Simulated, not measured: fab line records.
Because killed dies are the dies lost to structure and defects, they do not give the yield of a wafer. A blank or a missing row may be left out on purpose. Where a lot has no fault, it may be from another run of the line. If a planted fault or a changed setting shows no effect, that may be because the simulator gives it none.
Lot-split experiment | flow n5 finfet | 21 wafers read across 7 lots, on a route 1938 steps long

== THE SPLIT ITSELF ==
At N5_BEOL_M4_DESCUM_33 (chemistry O2, time 7 s), the setting time s was moved away from the recipe's 7 s on 9 of the 21 wafers read, by -19.4% to +17.8%. The other wafers ran this setting at the recipe's value.

== FROM THE SPLIT TO THE READING: what the file shows between them, 3 steps ==
- N5_BEOL_M4_ETCH_77: etches underlayer in N2/H2, target depth 6.5 nm, time 5.2 s
- N5_BEOL_M4_ETCH_69: etches SiARC in CF4, target depth 15.6 nm, time 26 s
- N5_BEOL_M4_ALD_98: deposits SiO2, target thk 2.5 nm, pulse time 1 s, co reactant pulse time 1 s

== THE READING ==
CAR-EUV_of_BEOL_M4_COAT_22.thk nm (the simulator's own value, which no gauge read), in nm, at N5_BEOL_M4_ETCHBACK_99 (etches SiO2 in CHF3, target depth 5 nm, time 10.4 s). The file does not state a usual value for it. The 12 wafers here that ran the recipe average 10.5 nm, standard deviation 0.094 nm.

wafer  | tool, chamber at the split | time s as run, s | against the recipe | CAR-EUV_of_BEOL_M4_COAT_22.thk nm, nm | against lot-mates on the recipe
L075.3 | rie diel-02, 2,0           | 5.644            | -19.4%             | 11.2                                  | +0.8
L075.4 | rie diel-02, 2,0           | 5.644            | -19.4%             | 11                                    | +0.6
L075.6 | rie diel-02, 3             | 7                | recipe             | 10.4                                  | -
L081.2 | rie diel-02, 0,2           | 5.821            | -16.8%             | 10.8                                  | +0.4
L081.3 | rie diel-02, 0,2           | 5.821            | -16.8%             | 11                                    | +0.6
L081.4 | rie diel-02, 1             | 7                | recipe             | 10.4                                  | -
L083.2 | rie diel-05, 3             | 7                | recipe             | 10.4                                  | -
L083.3 | rie diel-05, 1             | 6.114            | -12.7%             | 10.8                                  | +0.3
L083.5 | rie diel-05, 3             | 7                | recipe             | 10.6                                  | -
L087.1 | rie diel-05, 2,3,1         | 7                | recipe             | 10.4                                  | -
L087.2 | rie diel-05, 2,3,1         | 7                | recipe             | 10.4                                  | -
L087.5 | rie diel-05, 2,3,1         | 7                | recipe             | 10.6                                  | -
L089.2 | rie diel-06, 3,2           | 8.245            | +17.8%             | 9.8                                   | -0.6
L089.3 | rie diel-06, 3,2           | 8.245            | +17.8%             | 9.8                                   | -0.6
L089.4 | rie diel-06, 3             | 7                | recipe             | 10.4                                  | -
L091.3 | rie diel-06, 3             | 7                | recipe             | 10.4                                  | -
L091.5 | rie diel-06, 3             | 7                | recipe             | 10.4                                  | -
L091.6 | rie diel-06, 0             | 6.368            | -9.0%              | 10.8                                  | +0.4
L097.3 | rie diel-02, 3,1           | 7                | recipe             | 10.6                                  | -
L097.4 | rie diel-02, 3,1           | 7                | recipe             | 10.6                                  | -
L097.5 | rie diel-02, 2             | 6.329            | -9.6%              | 10.8                                  | +0.2
When a row names more than one chamber, that row covers several wafers, and the file does not tell which wafer ran in which chamber.

FIT RESULTS
A straight line over all 21 wafers: CAR-EUV_of_BEOL_M4_COAT_22.thk nm changes by -0.0327 nm for each +1% of time s; r = -0.96; the points scatter about the line by 0.1 nm.
The same after taking each lot's own level away (the mean of its wafers on the recipe; 21 wafers): -0.0329 nm for each +1%; r = -0.97; scatter 0.085 nm.
On that fit, the largest move of time s shifts the reading by 0.64 nm.
The lots' own levels span 10.40 to 10.60 nm, that is 2.1 times the standard deviation above.
So the lot-to-lot level changes the slope little: the two slopes agree.
Check: +0.594 nm against its lot-mates is what the line predicts for one of the wafers moved furthest among these (-19.4%) when that wafer is left out of the fit. It came out at +0.8 nm against them.

== THE WHOLE CHAIN: every reading that the file lists as answering this split, in the file's order ==
step                   | what it does                                                | reading                                                                            | change (the file's fit)                | r (the file's)
N5_BEOL_M4_DESCUM_33   | chemistry O2, time 7 s                                      | CAR-EUV_of_BEOL_M4_COAT_22.thk nm (the simulator's own value, which no gauge read) | -0.0361 nm for each +1% of the setting | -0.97
N5_BEOL_M4_ETCH_77     | etches underlayer in N2/H2, target depth 6.5 nm, time 5.2 s | CAR-EUV_of_BEOL_M4_COAT_22.thk nm (the simulator's own value, which no gauge read) | -0.035 nm for each +1% of the setting  | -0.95
N5_BEOL_M4_ETCH_69     | etches SiARC in CF4, target depth 15.6 nm, time 26 s        | CAR-EUV_of_BEOL_M4_COAT_22.thk nm (the simulator's own value, which no gauge read) | -0.0344 nm for each +1% of the setting | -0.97
N5_BEOL_M4_ETCHBACK_99 | etches SiO2 in CHF3, target depth 5 nm, time 10.4 s         | CAR-EUV_of_BEOL_M4_COAT_22.thk nm (the simulator's own value, which no gauge read) | -0.0321 nm for each +1% of the setting | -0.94

== FILE'S OWN FIT ==
CAR-EUV_of_BEOL_M4_COAT_22.thk nm changes by -0.0321 nm for each +1% of time s, r = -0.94.
